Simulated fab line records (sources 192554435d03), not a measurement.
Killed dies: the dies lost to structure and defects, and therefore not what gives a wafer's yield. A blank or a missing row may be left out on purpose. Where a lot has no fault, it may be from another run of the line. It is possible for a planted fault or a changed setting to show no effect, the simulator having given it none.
fab line records | flow n5-finfet
record: lots: 10 wafers: 30 last-day: 20
route steps=1938 shown BEOL_M9@1469 BEOL_M10@1470 PASSIVATION@1936
lots that met no fault: taken from a fault-free run of the same line
start-h: hours from the record's first day to the start of the lot's first wafer shown | wait-h: hours since the lot's step before | " same as the row above | L1.1+2: a single row standing in for several wafers | - either no value or no given start | * or withheld: withheld | < > ~ a bound
route shown NAME@n: NAME is a module with steps in the file, n the number in the route of the first one | usual: mean/standard deviation of fault-free wafers | same: alike in all rows | chamber/n: place in a boat | sites: per-site readings | _std_site: standard deviation of those values | _edge_site: mean of outer sites minus mean of inner sites | radius-mm: for every site, how far away it sits from the centre of the wafer | mask NAME#n: copy n | behind: the tool/chamber that last shaped the wafer | hold: the reason the lot was held/the length of the hold in hours/how it ended | device: the n, p or np transistor that did not switch | end of line: the same wafers' tests at the end of the route | step lacking rows: just its recipe | killed: count of dies lost to structure and defects at first sort (not the wafer's yield) | map: shows each die of a wafer: x if killed, . if not, _ if none is there
set.NAME: the run value of the setting; set.NAME@STEP: its run value at that earlier step | model.NAME: the simulator's own value behind a step, which no gauge read
one table for each step of the route and one row for each wafer, over a sample of lots
services: from which hour (start-h, from the record's first day; less than 0 if before it) a tool's chamber was out of use, for how many hours, and why
== steps ==
step: N5_BEOL_M9_INSPECT_58
recipe: inspect-instrument: darkfield mode: post-dep
usual: raw-defect-count: 69/24
columns lot.wafer tool chamber start-h wait-h raw-defect-count
L510.2 defect-inspect-01 - 273.20 0.0 87
L510.3 " - " " 56
L510.4 " - " " 95
L511.1 defect-inspect-01 - 285.88 0.0 57
L511.2 " - " " 64
L511.4 " - " " 41
L517.1 defect-inspect-01 - 305.24 0.0 98
L517.3 " - " " 83
L517.4 " - " " 69
L519.1 defect-inspect-02 - 313.07 0.0 55
L519.2 " - " " 71
L519.4 " - " " 91
L520.2 defect-inspect-01 - 330.62 0.0 58
L520.3 " - " " 55
L520.6 " - " " 83
L522.2 defect-inspect-01 - 341.55 0.0 60
L522.3 " - " " 89
L522.5 " - " " 75
L528.1 defect-inspect-01 - 373.87 0.0 52
L528.3 " - " " 31
L528.5 " - " " 54
L526.1 defect-inspect-01 - 383.00 0.0 44
L526.4 " - " " 49
L526.6 " - " " 89
L531.1 defect-inspect-02 - 400.96 0.0 50
L531.2 " - " " 69
L531.3 " - " " 62
L532.4 defect-inspect-01 - 416.45 0.0 46
L532.5 " - " " 41
L532.6 " - " " 57
step: N5_BEOL_M10_ILD_DEP_00
recipe: material: SiCOH_lowk target-thk-a: 3085.1 temp-c: 300 precursor: DEMS/porogen pressure-torr: 5 rf-w: 500 time-s: 58
usual: heater-power-w: 308/60 showerhead-plenum-p-Torr: 5.733/0.02 susceptor-temp-C: 299.98/0.19 throttle-valve-pct: 13.7/0.65
columns lot.wafer tool chamber start-h wait-h heater-power-w showerhead-plenum-p-Torr susceptor-temp-C throttle-valve-pct
L510.2 pecvd-01 0 273.24 0.0 313 5.727 300.27 14.8
L510.3 " 1 " " 209 5.716 300.13 13.6
L510.4 " 2 " " 428 5.726 300.24 14.0
L511.1 pecvd-01 0 285.92 0.0 335 5.720 299.94 14.4
L511.2 " 2 " " 402 5.727 300.07 14.3
L511.4 " 1 " " 256 5.714 299.88 13.3
L517.1 pecvd-02 0 305.27 0.0 237 5.752 299.69 13.6
L517.3 " 1 " " 293 5.739 299.86 14.0
L517.4 " 2 " " 318 5.734 300.16 13.0
L519.1 pecvd-03 0 313.11 0.0 337 5.745 299.82 14.1
L519.2 " 1 " " 388 5.727 300.15 14.6
L519.4 " 1 " " 384 5.709 300.18 14.2
L520.2 pecvd-01 2 330.66 0.0 418 5.711 299.79 14.1
L520.3 " 0 " " 337 5.744 299.86 14.7
L520.6 " 0 " " 264 5.729 300.07 14.5
L522.2 pecvd-01 0 341.59 0.0 327 5.713 299.81 14.6
L522.3 " 2 " " 370 5.720 299.93 14.1
L522.5 " 1 " " 255 5.711 299.78 13.7
L528.1 pecvd-01 0 373.91 0.0 316 5.739 300.14 14.6
L528.3 " 1 " " 249 5.711 299.96 13.6
L528.5 " 1 " " 255 5.729 299.82 13.3
L526.1 pecvd-02 2 383.03 0.0 297 5.724 299.97 13.1
L526.4 " 1 " " 280 5.742 300.09 13.8
L526.6 " 2 " " 301 5.730 299.91 13.1
L531.1 pecvd-02 1 401.00 0.0 302 5.726 299.90 13.7
L531.2 " 2 " " 276 5.723 300.38 12.9
L531.3 " 0 " " 210 5.769 300.02 13.6
L532.4 pecvd-01 1 416.52 0.1 263 5.695 300.02 12.5
L532.5 " 2 " " 366 5.716 300.02 14.2
L532.6 " 0 " " 314 5.722 299.91 14.8
step: N5_BEOL_M10_ETCH_61
recipe: chemistry: CF4 target: SiARC target-depth-a: 390 mask-material: CAR-ArF time-s: 65 ion-energy-ev: 80 pressure-mtorr: 40 source-w: 545 bias-w: 36 Ar_flow_sccm: 100 cf4-flow-sccm: 100 ends: cleared
usual: drypump-motor-current-A: 5.8/0.39 etch-rf-on-time-s: 64.8/0.78 oes-product-au: 0.65/0.059 rf-vpp-V: 184.4/1 showerhead-plenum-p-Torr: 2.16/0.05 throttle-valve-pct: 15.68/0.18
columns lot.wafer tool chamber start-h wait-h drypump-motor-current-A etch-rf-on-time-s oes-product-au rf-hours-counter-h rf-vpp-V showerhead-plenum-p-Torr throttle-valve-pct
L510.2 rie-diel-06 3 275.71 0.0 5.9 63.7 0.63 167 183.7 2.13 15.60
L510.3 " 0 " " 6.0 65.0 0.61 210 184.1 2.12 15.86
L510.4 " 1 " " 5.7 64.4 0.69 93 183.7 2.16 15.66
L511.1 rie-diel-04 1 288.29 0.0 5.3 65.5 0.66 129 185.0 2.14 15.40
L511.2 " 0 " " 6.4 63.6 0.74 49 186.1 2.26 15.54
L511.4 " 2 " " 5.5 64.7 0.58 239 185.8 2.19 16.15
L517.1 rie-diel-06 3 308.49 0.0 5.9 64.6 0.62 181 184.9 2.13 15.62
L517.3 " 2 " " 5.1 64.3 0.61 214 185.0 2.21 15.60
L517.4 " 0 " " 5.9 66.2 0.61 - 185.2 2.11 15.90
L519.1 rie-diel-01 1 315.12 0.0 5.8 65.6 0.66 127 183.8 2.14 15.60
L519.2 " 2 " " 6.2 64.9 0.68 107 183.1 2.08 15.77
L519.4 " 1 " " 5.8 65.6 0.66 - 185.1 2.14 15.60
L520.2 rie-diel-01 2 332.48 0.0 6.2 64.2 0.68 115 183.7 2.07 15.80
L520.3 " 0 " " 5.8 65.1 0.68 110 186.2 2.23 15.65
L520.6 " 2 " " 6.2 63.5 0.68 - 182.7 2.07 15.79
L522.2 rie-diel-04 2 343.55 0.0 5.4 64.5 0.82 3 184.5 2.18 15.67
L522.3 " 3 " " 6.5 66.0 0.61 232 184.8 2.20 15.54
L522.5 " 2 " " 5.4 64.1 0.82 - 184.1 2.18 15.66
L528.1 rie-diel-01 1 375.51 0.0 5.8 64.7 0.65 146 183.1 2.14 15.65
L528.3 " 3 " " 5.6 65.2 0.61 204 184.3 2.13 15.89
L528.5 " 3 " " 5.6 65.0 0.61 - 184.2 2.13 15.87
L526.1 rie-diel-06 2 386.71 0.0 5.1 39.2 0.79 242 184.8 2.20 15.68
L526.4 " 2 " " 5.1 39.3 0.79 - 185.4 2.20 15.69
L526.6 " 3 " " 5.9 64.2 0.60 - 183.0 2.12 15.68
L531.1 rie-diel-01 0 403.19 0.0 5.8 65.0 0.66 137 185.6 2.22 15.71
L531.2 " 3 " " 5.6 65.3 0.60 213 185.3 2.13 15.90
L531.3 " 1 " " 5.8 64.6 0.64 157 183.7 2.13 15.65
L532.4 rie-diel-01 0 420.27 0.0 5.7 65.5 0.65 - 185.1 2.22 15.74
L532.5 " 1 " " 5.7 65.2 0.64 - 184.7 2.13 15.68
L532.6 " 3 " " 5.6 65.6 0.60 - 183.6 2.12 15.89
step: N5_BEOL_M10_HM_OPEN_17
recipe: chemistry: Cl2/BCl3 target-depth-a: 200 overetch-a: 60 target: TiN mask-material: SOC ion-energy-ev: 150 pressure-mtorr: 10 icp-w: 1000 bias-w: 126 Cl2_flow_sccm: 53.25 bcl3-flow-sccm: 21.75 Ar_flow_sccm: 25
usual: drypump-motor-current-A: 5.9/0.55 mfc-cl2-sccm: 53.27/0.15 oes-product-au: 0.70/0.063 throttle-valve-pct: 21.97/0.21
columns lot.wafer tool chamber start-h wait-h drypump-motor-current-A mfc-cl2-sccm oes-product-au rf-hours-counter-h throttle-valve-pct
L510.2 rie-metal-02 1 275.98 0.1 6.0 53.27 0.70 - 22.39
L510.3 " 1 " " 6.0 53.30 0.69 - 22.37
L510.4 " 1 " " 6.0 53.38 0.70 - 22.38
L511.1 rie-metal-03 1 288.52 0.0 5.1 53.56 0.65 48 21.94
L511.2 " 1 " " 5.1 53.21 0.65 - 21.92
L511.4 " 1 " " 5.2 53.30 0.65 - 21.92
L517.1 rie-metal-01 0 308.73 0.0 6.8 53.21 0.75 11 22.05
L517.3 " 0 " " 6.8 53.38 0.75 - 22.06
L517.4 " 1 " " 6.2 53.20 0.65 - 21.85
L519.1 rie-metal-01 0 315.36 0.0 6.7 53.21 0.74 12 22.07
L519.2 " 1 " " 6.2 53.23 0.65 47 21.83
L519.4 " 1 " " 6.2 53.27 0.65 - 21.84
L520.2 rie-metal-03 0 332.71 0.0 5.9 53.24 0.80 3 21.62
L520.3 " 1 " " 5.1 53.03 0.64 - 21.92
L520.6 " 1 " " 5.1 53.12 0.65 - 21.93
L522.2 rie-metal-01 0 343.78 0.0 6.8 53.23 0.73 14 22.10
L522.3 " 1 " " 6.1 53.45 0.64 - 21.87
L522.5 " 0 " " 6.8 53.32 0.74 - 22.09
L528.1 rie-metal-03 0 375.75 0.0 5.9 53.09 0.78 7 21.63
L528.3 " 1 " " 5.1 53.08 0.64 - 21.94
L528.5 " 1 " " 5.1 53.19 0.64 - 21.95
L526.1 rie-metal-01 0 386.95 0.0 6.7 53.33 0.72 19 22.07
L526.4 " 0 " " 6.7 53.39 0.72 - 22.09
L526.6 " 0 " " 6.7 53.14 0.71 - 22.10
L531.1 rie-metal-03 1 403.43 0.0 5.2 53.30 0.63 61 21.94
L531.2 " 0 " " 5.9 53.35 0.77 9 21.63
L531.3 " 0 " " 5.9 53.41 0.77 - 21.65
L532.4 rie-metal-01 1 420.52 0.1 6.2 53.19 0.62 - 21.90
L532.5 " 0 " " 6.8 53.39 0.71 - 22.08
L532.6 " 1 " " 6.2 53.33 0.62 - 21.90
step: N5_PASSIVATION_PROBE_49
usual: defect-limited-yield: 91.2/1.3 killed_at_M0_to_M3: 34/9.2 killed_at_M4_up: 14/5 killed-at-contacts: 13/6.7 killed-at-front-end: 39/12 killed-at-other: 4/3.3 killed-dies: 104/15 killed-on-rim: 14/3.7 killed-open: 68/12 killed-short: 34/7.5 sort_bin_5_function: 5.2/0.87 sort_bin_6_memory: 3.3/0.63 sort-n-pass: 1076/15 sort-yield-pct: 91.2/1.3
same: gross-dies: 1180 killed-at-back-side: 0 sort_bin_4_leakage[%]: 0 sort_bin_8_speed[%]: 0
columns lot.wafer tool chamber start-h wait-h defect-limited-yield[%] killed_at_M0_to_M3 killed_at_M4_up killed-at-contacts killed-at-front-end killed-at-other killed-dies killed-on-rim killed-open killed-short sort_bin_5_function[%] sort_bin_6_memory[%] sort-n-pass sort-yield-pct[%]
L520.3 prober-02 - 385.24 0.1 91.0 36 11 22 36 1 106 15 65 41 4.9 3.6 1074 91.0
L522.2 prober-02 - 397.07 0.1 89.9 22 19 44 33 1 119 15 75 40 5.5 4.3 1061 89.9
L522.3 prober-02 - 397.12 0.1 89.9 45 13 26 32 3 119 12 76 41 6.8 3.1 1061 89.9
L522.5 prober-02 - 397.22 0.2 89.7 33 9 20 55 5 122 16 84 36 5.7 4.3 1058 89.7
killed by level:class
L520.3 MOL_CONTACT_COAG:geometric-particle:open=14 FIN_SAQP:geometric-particle:open=11 MOL_CONTACT_COAG:geometric-particle:short=8 BEOL_M3:geometric-particle:open=8 DUMMY_GATE:geometric-particle:open=6 FIN_SAQP:geometric-particle:short=5 BEOL_M0_SAQP:geometric-particle:open=5 BEOL_M0_SAQP:geometric-particle:short=5
L522.2 MOL_CONTACT_COAG:geometric-particle:open=35 MOL_CONTACT_COAG:geometric-particle:short=9 FIN_SAQP:geometric-particle:short=7 BEOL_M0_SAQP:geometric-particle:short=6 GATE_CUT:geometric-particle:short=6 BEOL_M4:geometric-particle:open=5 FIN_SAQP:geometric-particle:open=4 BEOL_M0_SAQP:geometric-particle:open=4
L522.3 MOL_CONTACT_COAG:geometric-particle:open=20 BEOL_M1:geometric-particle:open=11 BEOL_M3:geometric-particle:open=11 BEOL_M0_SAQP:geometric-particle:short=9 STI_FIN_REVEAL:geometric-particle:open=7 FIN_SAQP:geometric-particle:short=6 FIN_SAQP:geometric-particle:open=6 MOL_CONTACT_COAG:geometric-particle:short=6
L522.5 MOL_CONTACT_COAG:geometric-particle:open=15 FIN_SAQP:geometric-particle:open=14 STI_FIN_REVEAL:geometric-particle:open=9 DUMMY_GATE:geometric-particle:open=9 BEOL_M1:geometric-particle:open=8 FIN_SAQP:geometric-particle:short=7 BEOL_M0_SAQP:geometric-particle:short=7 MOL_CONTACT_COAG:geometric-particle:short=5
== services ==
columns tool chamber start-h hours kind
rie-metal-02 - 254.09 14.6 pm
rie-diel-06 3 258.10 3.1 repair
rie-diel-04 3 260.32 20.8 repair
pecvd-02 - 261.64 0.5 repair
pecvd-02 - 267.16 1.1 repair
rie-diel-06 1 301.28 8.3 repair
rie-diel-06 - 310.71 2.8 pm
rie-diel-01 0 311.39 14.6 repair
rie-diel-01 1 323.83 2.3 repair
rie-diel-04 0 328.48 9.2 repair
rie-metal-02 - 331.27 0.7 repair
rie-diel-01 1 337.50 9.0 repair
rie-metal-03 0 339.24 12.5 repair
pecvd-02 - 345.51 2.8 pm
pecvd-03 - 362.37 1.5 repair
rie-diel-01 3 376.33 6.9 repair
pecvd-01 2 376.40 2.1 scheduled-down
rie-diel-06 0 377.94 8.3 repair
pecvd-01 1 383.62 - clean
pecvd-01 1 383.62 - consumable-replace:showerhead
pecvd-03 2 387.41 5.1 repair
rie-diel-01 2 397.61 35.8 repair
rie-diel-06 2 401.88 2.7 repair
rie-diel-06 1 416.73 1.6 repair
== key ==
first-sign: step: N5_BEOL_M10_ETCH_61 reading: etch-rf-on-time-s direction: down sigmas: 33 usual: * struck: *
effect none on later readings
met-at N5_BEOL_M10_ETCH_61
struck-lots L526
struck-wafers L526.1,L526.4
not-acting-at N5_BEOL_M9_INSPECT_58,N5_BEOL_M10_ILD_DEP_00,N5_BEOL_M10_HM_OPEN_17
onset-between 308.49 386.71
fault: kind: process-parameter-drift tool: rie-diel-06 chamber: 2 onset-h: 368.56 steps: N5_BEOL_M10_ETCH_61 channel: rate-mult offset: 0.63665 shape: step end-h: 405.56
